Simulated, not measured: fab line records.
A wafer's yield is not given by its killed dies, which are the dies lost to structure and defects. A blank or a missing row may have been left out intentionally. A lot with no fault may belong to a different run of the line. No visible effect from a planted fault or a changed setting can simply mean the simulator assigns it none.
Matching of chambers :: flow nand harc :: 4 sister chambers for NHARC_A_STAIRCASE_ALD_415 on ald hk-02
The step deposits SiO2, target thk 30 nm, pulse time 6 s, ald cycles 300. 4 wafers are shown with their chamber, then 8 later ones without.

## WAFERS PAIRED WITH THEIR CHAMBERS
wafer: L087.1
chamber: 0
heater power w (W): 516

wafer: L087.3
chamber: 2
heater power w (W): 432

wafer: L087.5
chamber: 3
heater power w (W): 473

wafer: L092.1
chamber: 1
heater power w (W): 470

## WAFERS WHOSE CHAMBER IS MISSING
wafer: L092.2
heater power w (W): 511

wafer: L092.6
heater power w (W): 431

wafer: L093.1
heater power w (W): 436

wafer: L093.3
heater power w (W): 465

wafer: L093.6
heater power w (W): 443

wafer: L096.1
heater power w (W): 459

wafer: L096.2
heater power w (W): 469

wafer: L096.6
heater power w (W): 448

## CHAMBER TAKEN BY EACH
wafer: L092.2
from the rows above: 0
in truth: 0

wafer: L092.6
from the rows above: 2
in truth: 2

wafer: L093.1
from the rows above: 2
in truth: 2

wafer: L093.3
from the rows above: can't be placed: 1 or 3
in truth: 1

wafer: L093.6
from the rows above: can't be placed: 2 or 1
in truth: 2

wafer: L096.1
from the rows above: can't be placed: 1 or 3 or 2
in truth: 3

wafer: L096.2
from the rows above: can't be placed: 1 or 3
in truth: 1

wafer: L096.6
from the rows above: can't be placed: 2 or 1 or 3
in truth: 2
Correctly placed: 3 of 8. From these rows, 5 cannot be placed; in 5 the true chamber is one of the candidates. Wrongly placed: 0.
How it was worked out, from the rows above alone: a wafer's distance from a chamber is the root of the sum, over the readings, of the square of ((its reading less the chamber's mean) divided by the reading's scatter). The wafer belongs to the nearest chamber; if the next one is less than 2 further off, it can't be placed. For every chamber, the mean is computed from those of its wafers that are shown. The scatter: with one shown wafer a chamber, the root of the mean of the squares of how far each hidden wafer lies from its nearest shown one.
